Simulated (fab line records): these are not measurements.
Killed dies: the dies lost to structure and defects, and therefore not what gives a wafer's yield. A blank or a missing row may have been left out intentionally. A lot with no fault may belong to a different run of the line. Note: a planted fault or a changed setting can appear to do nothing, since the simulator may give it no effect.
fab line records / flow n5-finfet / part 2 of 2: steps 28 to 33 of 33
record: lots: 5 wafers: 15 last-day: 14
route steps=1938 shown BEOL_M15@1778
lots that met no fault: from a run of the same line without faults
start-h: start of the lot's first displayed wafer, in hours after the record's first day / wait-h: hours elapsed since this lot's preceding step / " as in the row above / L1.1+2: several wafers, shown together as one row / - value missing, or start not given / * or withheld: withheld / < > ~ a bound
route shown NAME@n: a module of which the file shows steps, and the number in the route of the first / usual: mean and standard deviation over wafers with no fault / same: alike in all rows / chamber/n: place in a boat / sites: the reading at each site / _std_site: standard deviation of those values / _edge_site: mean of outer sites minus mean of inner sites / radius-mm: how far each site lies from the wafer's centre / mask NAME#n: copy n / behind: the most recent tool/chamber to have shaped the wafer / hold: why the lot was held/for how many hours/how that ended / device: the transistor (n, p or np) that didn't switch / end of line: the route-end tests of the same wafers / where a step has no rows: the recipe by itself / killed: the dies lost at the first sort to structure and to defects; this is not the yield of the wafer / map: shows each die of a wafer: x if killed, . if not, _ if none is there
set.NAME: the setting the step ran with; set.NAME@STEP: the setting that earlier step ran with / model.NAME: the simulator's own value behind a step, which no gauge read
lots at some steps of the route; a table a step, a row a wafer
services: a tool's chamber out of use, with start hour (start-h, from the record's first day; less than 0 if before it), hours out, and reason
== steps ==
step: N5_BEOL_M15_OVL_MEAS_29
recipe: points-per-wafer: 44
usual: M15_OVL: -1/6.1
lot.wafer=L074.1 tool=overlay-02 chamber=0 start-h=241.39 wait-h=0.0 M15_OVL[nm]=6
lot.wafer=L074.2 tool=overlay-02 chamber=0 start-h=241.39 wait-h=0.0 M15_OVL[nm]=3
lot.wafer=L074.4 tool=overlay-02 chamber=0 start-h=241.39 wait-h=0.0 M15_OVL[nm]=1
lot.wafer=L076.1 tool=overlay-01 chamber=0 start-h=257.39 wait-h=0.0 M15_OVL[nm]=-8
lot.wafer=L076.2 tool=overlay-01 chamber=0 start-h=257.39 wait-h=0.0 M15_OVL[nm]=-10
lot.wafer=L076.5 tool=overlay-01 chamber=0 start-h=257.39 wait-h=0.0 M15_OVL[nm]=-7
lot.wafer=L080.3 tool=overlay-02 chamber=0 start-h=283.53 wait-h=0.0 M15_OVL[nm]=-8
lot.wafer=L080.5 tool=overlay-02 chamber=0 start-h=283.53 wait-h=0.0 M15_OVL[nm]=0
lot.wafer=L080.6 tool=overlay-02 chamber=0 start-h=283.53 wait-h=0.0 M15_OVL[nm]=-16
lot.wafer=L081.1 tool=overlay-02 chamber=0 start-h=288.88 wait-h=0.0 M15_OVL[nm]=3
lot.wafer=L081.3 tool=overlay-02 chamber=0 start-h=288.88 wait-h=0.0 M15_OVL[nm]=5
lot.wafer=L081.4 tool=overlay-02 chamber=0 start-h=288.88 wait-h=0.0 M15_OVL[nm]=2
lot.wafer=L085.1 tool=overlay-02 chamber=0 start-h=317.09 wait-h=0.0 M15_OVL[nm]=-1
lot.wafer=L085.3 tool=overlay-02 chamber=0 start-h=317.09 wait-h=0.0 M15_OVL[nm]=-5
lot.wafer=L085.6 tool=overlay-02 chamber=0 start-h=317.09 wait-h=0.0 M15_OVL[nm]=-7
step: N5_BEOL_M15_INSPECT_30
recipe: mode: adi inspect-instrument: macro
usual: raw-defect-count: 2.2/1.5
lot.wafer=L074.1 tool=defect-inspect-02 chamber=- start-h=241.42 wait-h=0.0 raw-defect-count=4
lot.wafer=L074.2 tool=defect-inspect-02 chamber=- start-h=241.42 wait-h=0.0 raw-defect-count=2
lot.wafer=L074.4 tool=defect-inspect-02 chamber=- start-h=241.42 wait-h=0.0 raw-defect-count=1
lot.wafer=L076.1 tool=defect-inspect-02 chamber=- start-h=257.42 wait-h=0.0 raw-defect-count=3
lot.wafer=L076.2 tool=defect-inspect-02 chamber=- start-h=257.42 wait-h=0.0 raw-defect-count=0
lot.wafer=L076.5 tool=defect-inspect-02 chamber=- start-h=257.42 wait-h=0.0 raw-defect-count=4
lot.wafer=L080.3 tool=defect-inspect-02 chamber=- start-h=283.55 wait-h=0.0 raw-defect-count=1
lot.wafer=L080.5 tool=defect-inspect-02 chamber=- start-h=283.55 wait-h=0.0 raw-defect-count=2
lot.wafer=L080.6 tool=defect-inspect-02 chamber=- start-h=283.55 wait-h=0.0 raw-defect-count=3
lot.wafer=L081.1 tool=defect-inspect-01 chamber=- start-h=288.90 wait-h=0.0 raw-defect-count=5
lot.wafer=L081.3 tool=defect-inspect-01 chamber=- start-h=288.90 wait-h=0.0 raw-defect-count=2
lot.wafer=L081.4 tool=defect-inspect-01 chamber=- start-h=288.90 wait-h=0.0 raw-defect-count=4
lot.wafer=L085.1 tool=defect-inspect-01 chamber=- start-h=317.11 wait-h=0.0 raw-defect-count=2
lot.wafer=L085.3 tool=defect-inspect-01 chamber=- start-h=317.11 wait-h=0.0 raw-defect-count=0
lot.wafer=L085.6 tool=defect-inspect-01 chamber=- start-h=317.11 wait-h=0.0 raw-defect-count=3
step: N5_BEOL_M15_DESCUM_33
recipe: chemistry: O2 time-s: 7.9 source-power-w: 50 bias-power-w: 20 pressure-mtorr: 20 rf-frequency-hz: 2.712e+07 temp-c: 40 o2-flow-sccm: 225
usual: drypump-motor-current-A: 5.7/0.44 oes-product-au: 0.77/0.11 rf-vpp-V: 242.8/1.5 showerhead-plenum-p-Torr: 2.08/0.064 throttle-valve-pct: 20.51/0.29
lot.wafer=L074.1 tool=rie-diel-04 chamber=1 start-h=241.45 wait-h=0.0 drypump-motor-current-A=6.0 oes-product-au=0.93 rf-hours-counter-h=21 rf-vpp-V=242.0 showerhead-plenum-p-Torr=2.04 throttle-valve-pct=20.18
lot.wafer=L074.2 tool=rie-diel-04 chamber=0 start-h=241.45 wait-h=0.0 drypump-motor-current-A=4.7 oes-product-au=0.67 rf-hours-counter-h=222 rf-vpp-V=243.1 showerhead-plenum-p-Torr=1.99 throttle-valve-pct=20.76
lot.wafer=L074.4 tool=rie-diel-04 chamber=3 start-h=241.45 wait-h=0.0 drypump-motor-current-A=5.9 oes-product-au=0.70 rf-hours-counter-h=238 rf-vpp-V=242.6 showerhead-plenum-p-Torr=2.08 throttle-valve-pct=20.98
lot.wafer=L076.1 tool=rie-diel-01 chamber=2 start-h=257.52 wait-h=0.1 drypump-motor-current-A=6.3 oes-product-au=0.70 rf-hours-counter-h=190 rf-vpp-V=243.5 showerhead-plenum-p-Torr=2.10 throttle-valve-pct=20.72
lot.wafer=L076.2 tool=rie-diel-01 chamber=1 start-h=257.52 wait-h=0.1 drypump-motor-current-A=6.0 oes-product-au=0.85 rf-hours-counter-h=54 rf-vpp-V=242.6 showerhead-plenum-p-Torr=2.11 throttle-valve-pct=19.99
lot.wafer=L076.5 tool=rie-diel-01 chamber=2 start-h=257.52 wait-h=0.1 drypump-motor-current-A=6.2 oes-product-au=0.71 rf-hours-counter-h=- rf-vpp-V=242.1 showerhead-plenum-p-Torr=2.10 throttle-valve-pct=20.72
lot.wafer=L080.3 tool=rie-diel-04 chamber=0 start-h=283.67 wait-h=0.1 drypump-motor-current-A=4.7 oes-product-au=0.66 rf-hours-counter-h=233 rf-vpp-V=241.8 showerhead-plenum-p-Torr=1.99 throttle-valve-pct=20.75
lot.wafer=L080.5 tool=rie-diel-04 chamber=3 start-h=283.67 wait-h=0.1 drypump-motor-current-A=5.9 oes-product-au=0.69 rf-hours-counter-h=- rf-vpp-V=242.7 showerhead-plenum-p-Torr=2.07 throttle-valve-pct=21.03
lot.wafer=L080.6 tool=rie-diel-04 chamber=0 start-h=283.67 wait-h=0.1 drypump-motor-current-A=4.7 oes-product-au=0.66 rf-hours-counter-h=- rf-vpp-V=242.5 showerhead-plenum-p-Torr=1.99 throttle-valve-pct=20.74
lot.wafer=L081.1 tool=rie-diel-04 chamber=0 start-h=289.15 wait-h=0.2 drypump-motor-current-A=4.7 oes-product-au=0.67 rf-hours-counter-h=235 rf-vpp-V=240.5 showerhead-plenum-p-Torr=1.99 throttle-valve-pct=20.76
lot.wafer=L081.3 tool=rie-diel-04 chamber=2 start-h=289.15 wait-h=0.2 drypump-motor-current-A=5.7 oes-product-au=0.70 rf-hours-counter-h=218 rf-vpp-V=245.5 showerhead-plenum-p-Torr=2.16 throttle-valve-pct=20.24
lot.wafer=L081.4 tool=rie-diel-04 chamber=2 start-h=289.15 wait-h=0.2 drypump-motor-current-A=5.7 oes-product-au=0.70 rf-hours-counter-h=- rf-vpp-V=242.7 showerhead-plenum-p-Torr=2.16 throttle-valve-pct=20.25
lot.wafer=L085.1 tool=rie-diel-03 chamber=3 start-h=317.46 wait-h=0.3 drypump-motor-current-A=5.3 oes-product-au=0.72 rf-hours-counter-h=224 rf-vpp-V=245.5 showerhead-plenum-p-Torr=2.17 throttle-valve-pct=20.75
lot.wafer=L085.3 tool=rie-diel-03 chamber=2 start-h=317.46 wait-h=0.3 drypump-motor-current-A=5.5 oes-product-au=0.71 rf-hours-counter-h=208 rf-vpp-V=240.6 showerhead-plenum-p-Torr=1.99 throttle-valve-pct=20.76
lot.wafer=L085.6 tool=rie-diel-03 chamber=1 start-h=317.46 wait-h=0.3 drypump-motor-current-A=5.7 oes-product-au=0.72 rf-hours-counter-h=- rf-vpp-V=242.1 showerhead-plenum-p-Torr=2.08 throttle-valve-pct=20.78
step: N5_BEOL_M15_ETCH_61
recipe: chemistry: N2/H2 target: BARC target-depth-a: 890 overetch-a: 267 time-s: 67.9 ion-energy-ev: 200 pressure-mtorr: 30 source-w: 840 bias-w: 150 n2-flow-sccm: 200 h2-flow-sccm: 200
usual: bias-w: 150.0/0.47 drypump-motor-current-A: 5.7/0.45 oes-product-au: 0.66/0.083 rf-vpp-V: 523.1/2.3 showerhead-plenum-p-Torr: 2.51/0.078 throttle-valve-pct: 17.90/0.28
lot.wafer=L074.1 tool=rie-diel-04 chamber=1 start-h=241.49 wait-h=0.0 bias-w=149.7 drypump-motor-current-A=6.1 oes-product-au=0.79 rf-hours-counter-h=21 rf-vpp-V=523.2 showerhead-plenum-p-Torr=2.49 throttle-valve-pct=17.61
lot.wafer=L074.2 tool=rie-diel-04 chamber=0 start-h=241.49 wait-h=0.0 bias-w=149.8 drypump-motor-current-A=4.7 oes-product-au=0.59 rf-hours-counter-h=222 rf-vpp-V=520.7 showerhead-plenum-p-Torr=2.41 throttle-valve-pct=18.26
lot.wafer=L074.4 tool=rie-diel-04 chamber=3 start-h=241.49 wait-h=0.0 bias-w=150.5 drypump-motor-current-A=5.9 oes-product-au=0.60 rf-hours-counter-h=238 rf-vpp-V=522.6 showerhead-plenum-p-Torr=2.50 throttle-valve-pct=18.28
lot.wafer=L076.1 tool=rie-diel-01 chamber=2 start-h=257.55 wait-h=0.0 bias-w=149.7 drypump-motor-current-A=6.3 oes-product-au=0.61 rf-hours-counter-h=190 rf-vpp-V=522.6 showerhead-plenum-p-Torr=2.53 throttle-valve-pct=18.11
lot.wafer=L076.2 tool=rie-diel-01 chamber=1 start-h=257.55 wait-h=0.0 bias-w=150.2 drypump-motor-current-A=6.0 oes-product-au=0.72 rf-hours-counter-h=54 rf-vpp-V=525.8 showerhead-plenum-p-Torr=2.57 throttle-valve-pct=17.47
lot.wafer=L076.5 tool=rie-diel-01 chamber=2 start-h=257.55 wait-h=0.0 bias-w=150.0 drypump-motor-current-A=6.3 oes-product-au=0.61 rf-hours-counter-h=- rf-vpp-V=523.1 showerhead-plenum-p-Torr=2.53 throttle-valve-pct=18.11
lot.wafer=L080.3 tool=rie-diel-04 chamber=0 start-h=283.71 wait-h=0.0 bias-w=150.5 drypump-motor-current-A=4.7 oes-product-au=0.58 rf-hours-counter-h=233 rf-vpp-V=521.2 showerhead-plenum-p-Torr=2.41 throttle-valve-pct=18.28
lot.wafer=L080.5 tool=rie-diel-04 chamber=3 start-h=283.71 wait-h=0.0 bias-w=150.0 drypump-motor-current-A=6.0 oes-product-au=0.60 rf-hours-counter-h=- rf-vpp-V=522.3 showerhead-plenum-p-Torr=2.50 throttle-valve-pct=18.30
lot.wafer=L080.6 tool=rie-diel-04 chamber=0 start-h=283.71 wait-h=0.0 bias-w=149.5 drypump-motor-current-A=4.7 oes-product-au=0.58 rf-hours-counter-h=- rf-vpp-V=519.1 showerhead-plenum-p-Torr=2.41 throttle-valve-pct=18.28
lot.wafer=L081.1 tool=rie-diel-04 chamber=0 start-h=289.19 wait-h=0.0 bias-w=149.9 drypump-motor-current-A=4.7 oes-product-au=0.58 rf-hours-counter-h=235 rf-vpp-V=520.8 showerhead-plenum-p-Torr=2.41 throttle-valve-pct=18.27
lot.wafer=L081.3 tool=rie-diel-04 chamber=2 start-h=289.19 wait-h=0.0 bias-w=150.5 drypump-motor-current-A=5.8 oes-product-au=0.60 rf-hours-counter-h=218 rf-vpp-V=525.5 showerhead-plenum-p-Torr=2.62 throttle-valve-pct=17.61
lot.wafer=L081.4 tool=rie-diel-04 chamber=2 start-h=289.19 wait-h=0.0 bias-w=150.3 drypump-motor-current-A=5.7 oes-product-au=0.60 rf-hours-counter-h=- rf-vpp-V=525.9 showerhead-plenum-p-Torr=2.62 throttle-valve-pct=17.62
lot.wafer=L085.1 tool=rie-diel-03 chamber=3 start-h=317.49 wait-h=0.0 bias-w=150.6 drypump-motor-current-A=5.3 oes-product-au=0.61 rf-hours-counter-h=224 rf-vpp-V=524.7 showerhead-plenum-p-Torr=2.61 throttle-valve-pct=17.99
lot.wafer=L085.3 tool=rie-diel-03 chamber=2 start-h=317.49 wait-h=0.0 bias-w=149.3 drypump-motor-current-A=5.5 oes-product-au=0.61 rf-hours-counter-h=208 rf-vpp-V=520.2 showerhead-plenum-p-Torr=2.41 throttle-valve-pct=18.20
lot.wafer=L085.6 tool=rie-diel-03 chamber=1 start-h=317.49 wait-h=0.0 bias-w=150.4 drypump-motor-current-A=5.8 oes-product-au=0.61 rf-hours-counter-h=- rf-vpp-V=522.3 showerhead-plenum-p-Torr=2.50 throttle-valve-pct=18.12
step: N5_BEOL_M15_TRENCH_ETCH_34
recipe: chemistry: C4F8/O2/Ar target: SiO2 target-depth-a: 8729.3 he-inner-torr: 15 he-outer-torr: 30 time-s: 199 ion-energy-ev: 800 pressure-mtorr: 20 source-w: 1905 bias-w: 2040 Ar_flow_sccm: 400 C4F8_flow_sccm: 16 O2_flow_sccm: 12
usual: bias-w: 2040/6.4 drypump-motor-current-A: 5.7/0.45 oes-product-au: 0.77/0.11 rf-vpp-V: 2219/29 showerhead-plenum-p-Torr: 3.41/0.092 throttle-valve-pct: 30.94/0.29
lot.wafer=L074.1 tool=rie-diel-04 chamber=1 start-h=241.54 wait-h=0.0 bias-w=2047 drypump-motor-current-A=6.1 oes-product-au=0.93 rf-hours-counter-h=21 rf-vpp-V=2250 showerhead-plenum-p-Torr=3.40 throttle-valve-pct=30.96
lot.wafer=L074.2 tool=rie-diel-04 chamber=0 start-h=241.54 wait-h=0.0 bias-w=2052 drypump-motor-current-A=4.7 oes-product-au=0.66 rf-hours-counter-h=222 rf-vpp-V=2237 showerhead-plenum-p-Torr=3.28 throttle-valve-pct=31.18
lot.wafer=L074.4 tool=rie-diel-04 chamber=3 start-h=241.54 wait-h=0.0 bias-w=2039 drypump-motor-current-A=5.9 oes-product-au=0.69 rf-hours-counter-h=238 rf-vpp-V=2239 showerhead-plenum-p-Torr=3.40 throttle-valve-pct=31.31
lot.wafer=L076.1 tool=rie-diel-01 chamber=2 start-h=257.61 wait-h=0.0 bias-w=2040 drypump-motor-current-A=6.3 oes-product-au=0.71 rf-hours-counter-h=190 rf-vpp-V=2176 showerhead-plenum-p-Torr=3.41 throttle-valve-pct=30.98
lot.wafer=L076.2 tool=rie-diel-01 chamber=1 start-h=257.61 wait-h=0.0 bias-w=2041 drypump-motor-current-A=6.0 oes-product-au=0.85 rf-hours-counter-h=54 rf-vpp-V=2250 showerhead-plenum-p-Torr=3.49 throttle-valve-pct=30.61
lot.wafer=L076.5 tool=rie-diel-01 chamber=2 start-h=257.61 wait-h=0.0 bias-w=2038 drypump-motor-current-A=6.3 oes-product-au=0.70 rf-hours-counter-h=- rf-vpp-V=2174 showerhead-plenum-p-Torr=3.41 throttle-valve-pct=30.98
lot.wafer=L080.3 tool=rie-diel-04 chamber=0 start-h=283.76 wait-h=0.0 bias-w=2038 drypump-motor-current-A=4.7 oes-product-au=0.67 rf-hours-counter-h=233 rf-vpp-V=2236 showerhead-plenum-p-Torr=3.28 throttle-valve-pct=31.23
lot.wafer=L080.5 tool=rie-diel-04 chamber=3 start-h=283.76 wait-h=0.0 bias-w=2030 drypump-motor-current-A=5.9 oes-product-au=0.68 rf-hours-counter-h=- rf-vpp-V=2238 showerhead-plenum-p-Torr=3.39 throttle-valve-pct=31.33
lot.wafer=L080.6 tool=rie-diel-04 chamber=0 start-h=283.76 wait-h=0.0 bias-w=2033 drypump-motor-current-A=4.7 oes-product-au=0.68 rf-hours-counter-h=- rf-vpp-V=2236 showerhead-plenum-p-Torr=3.28 throttle-valve-pct=31.20
lot.wafer=L081.1 tool=rie-diel-04 chamber=0 start-h=289.24 wait-h=0.0 bias-w=2031 drypump-motor-current-A=4.7 oes-product-au=0.67 rf-hours-counter-h=235 rf-vpp-V=2237 showerhead-plenum-p-Torr=3.27 throttle-valve-pct=31.21
lot.wafer=L081.3 tool=rie-diel-04 chamber=2 start-h=289.24 wait-h=0.0 bias-w=2035 drypump-motor-current-A=5.7 oes-product-au=0.70 rf-hours-counter-h=218 rf-vpp-V=2208 showerhead-plenum-p-Torr=3.52 throttle-valve-pct=30.47
lot.wafer=L081.4 tool=rie-diel-04 chamber=2 start-h=289.24 wait-h=0.0 bias-w=2035 drypump-motor-current-A=5.7 oes-product-au=0.69 rf-hours-counter-h=- rf-vpp-V=2208 showerhead-plenum-p-Torr=3.52 throttle-valve-pct=30.47
lot.wafer=L085.1 tool=rie-diel-03 chamber=3 start-h=317.54 wait-h=0.0 bias-w=2040 drypump-motor-current-A=5.2 oes-product-au=0.70 rf-hours-counter-h=224 rf-vpp-V=2219 showerhead-plenum-p-Torr=3.55 throttle-valve-pct=31.10
lot.wafer=L085.3 tool=rie-diel-03 chamber=2 start-h=317.54 wait-h=0.0 bias-w=2041 drypump-motor-current-A=5.5 oes-product-au=0.70 rf-hours-counter-h=208 rf-vpp-V=2159 showerhead-plenum-p-Torr=3.30 throttle-valve-pct=31.28
lot.wafer=L085.6 tool=rie-diel-03 chamber=1 start-h=317.54 wait-h=0.0 bias-w=2043 drypump-motor-current-A=5.7 oes-product-au=0.70 rf-hours-counter-h=- rf-vpp-V=2221 showerhead-plenum-p-Torr=3.42 throttle-valve-pct=31.36
step: N5_BEOL_M15_STRIP_36
recipe: chemistry: O2 power-w: 600 temp-c: 60 pressure-mtorr: 30 rf-frequency-hz: 6e+07 bias-power-w: 0 overash-fraction: 0.3 o2-flow-sccm: 225
usual: drypump-motor-current-A: 5.7/0.38 oes-product-au: 0.77/0.11 rf-vpp-V: 3.6/0.95 showerhead-plenum-p-Torr: 2.09/0.062 throttle-valve-pct: 16.78/0.25
lot.wafer=L074.1 tool=rie-diel-01 chamber=0 start-h=241.97 wait-h=0.2 drypump-motor-current-A=5.3 oes-product-au=0.96 rf-hours-counter-h=12 rf-vpp-V=3.6 showerhead-plenum-p-Torr=2.16 throttle-valve-pct=16.75
lot.wafer=L074.2 tool=rie-diel-01 chamber=1 start-h=241.97 wait-h=0.2 drypump-motor-current-A=5.9 oes-product-au=0.86 rf-hours-counter-h=49 rf-vpp-V=4.9 showerhead-plenum-p-Torr=2.11 throttle-valve-pct=16.25
lot.wafer=L074.4 tool=rie-diel-01 chamber=3 start-h=241.97 wait-h=0.2 drypump-motor-current-A=5.8 oes-product-au=0.72 rf-hours-counter-h=198 rf-vpp-V=3.2 showerhead-plenum-p-Torr=2.02 throttle-valve-pct=16.78
lot.wafer=L076.1 tool=rie-diel-01 chamber=3 start-h=257.96 wait-h=0.2 drypump-motor-current-A=5.8 oes-product-au=0.71 rf-hours-counter-h=203 rf-vpp-V=2.3 showerhead-plenum-p-Torr=2.02 throttle-valve-pct=16.80
lot.wafer=L076.2 tool=rie-diel-01 chamber=1 start-h=257.96 wait-h=0.2 drypump-motor-current-A=6.0 oes-product-au=0.86 rf-hours-counter-h=54 rf-vpp-V=3.9 showerhead-plenum-p-Torr=2.11 throttle-valve-pct=16.24
lot.wafer=L076.5 tool=rie-diel-01 chamber=1 start-h=257.96 wait-h=0.2 drypump-motor-current-A=6.0 oes-product-au=0.86 rf-hours-counter-h=- rf-vpp-V=3.4 showerhead-plenum-p-Torr=2.11 throttle-valve-pct=16.23
lot.wafer=L080.3 tool=rie-diel-04 chamber=2 start-h=288.52 wait-h=4.6 drypump-motor-current-A=5.8 oes-product-au=0.69 rf-hours-counter-h=218 rf-vpp-V=2.7 showerhead-plenum-p-Torr=2.17 throttle-valve-pct=16.53
lot.wafer=L080.5 tool=rie-diel-04 chamber=2 start-h=288.52 wait-h=4.6 drypump-motor-current-A=5.7 oes-product-au=0.70 rf-hours-counter-h=- rf-vpp-V=3.6 showerhead-plenum-p-Torr=2.17 throttle-valve-pct=16.53
lot.wafer=L080.6 tool=rie-diel-04 chamber=1 start-h=288.52 wait-h=4.6 drypump-motor-current-A=6.1 oes-product-au=0.89 rf-hours-counter-h=- rf-vpp-V=3.3 showerhead-plenum-p-Torr=2.04 throttle-valve-pct=16.46
lot.wafer=L081.1 tool=rie-diel-01 chamber=2 start-h=289.54 wait-h=0.1 drypump-motor-current-A=6.2 oes-product-au=0.71 rf-hours-counter-h=201 rf-vpp-V=4.5 showerhead-plenum-p-Torr=2.10 throttle-valve-pct=16.97
lot.wafer=L081.3 tool=rie-diel-01 chamber=1 start-h=289.54 wait-h=0.1 drypump-motor-current-A=6.0 oes-product-au=0.85 rf-hours-counter-h=64 rf-vpp-V=2.0 showerhead-plenum-p-Torr=2.11 throttle-valve-pct=16.26
lot.wafer=L081.4 tool=rie-diel-01 chamber=0 start-h=289.54 wait-h=0.1 drypump-motor-current-A=5.3 oes-product-au=0.94 rf-hours-counter-h=26 rf-vpp-V=4.7 showerhead-plenum-p-Torr=2.15 throttle-valve-pct=16.73
lot.wafer=L085.1 tool=rie-diel-04 chamber=2 start-h=317.83 wait-h=0.1 drypump-motor-current-A=5.7 oes-product-au=0.69 rf-hours-counter-h=229 rf-vpp-V=2.4 showerhead-plenum-p-Torr=2.16 throttle-valve-pct=16.59
lot.wafer=L085.3 tool=rie-diel-04 chamber=0 start-h=317.83 wait-h=0.1 drypump-motor-current-A=4.7 oes-product-au=0.64 rf-hours-counter-h=244 rf-vpp-V=3.4 showerhead-plenum-p-Torr=1.99 throttle-valve-pct=17.01
lot.wafer=L085.6 tool=rie-diel-04 chamber=3 start-h=317.83 wait-h=0.1 drypump-motor-current-A=5.9 oes-product-au=1.00 rf-hours-counter-h=- rf-vpp-V=3.3 showerhead-plenum-p-Torr=2.08 throttle-valve-pct=16.86
== services ==
tool=krf-scanner-02 chamber=0 start-h=234.56 hours=- kind=calibration
tool=krf-scanner-01 chamber=- start-h=235.01 hours=1.0 kind=pm
tool=krf-scanner-02 chamber=- start-h=236.83 hours=1.0 kind=pm
tool=rie-diel-04 chamber=0 start-h=241.77 hours=2.9 kind=repair
tool=rie-diel-03 chamber=3 start-h=243.02 hours=4.6 kind=repair
tool=rie-diel-04 chamber=3 start-h=266.66 hours=7.7 kind=repair
tool=rie-diel-04 chamber=3 start-h=288.44 hours=- kind=clean
tool=rie-diel-04 chamber=3 start-h=288.44 hours=- kind=consumable-replace:focus-ring
tool=rie-diel-04 chamber=3 start-h=288.44 hours=14.5 kind=scheduled-down
tool=rie-diel-04 chamber=3 start-h=288.44 hours=14.5 kind=vent-cycle
tool=krf-scanner-01 chamber=- start-h=291.97 hours=0.8 kind=pm
tool=litho-track-01 chamber=- start-h=299.16 hours=- kind=consumable-replace:filter
tool=rie-diel-03 chamber=2 start-h=305.25 hours=9.0 kind=repair
tool=rie-diel-01 chamber=3 start-h=312.30 hours=7.9 kind=repair
tool=rie-diel-01 chamber=0 start-h=314.42 hours=5.3 kind=repair
tool=krf-scanner-02 chamber=- start-h=317.40 hours=4.4 kind=pm
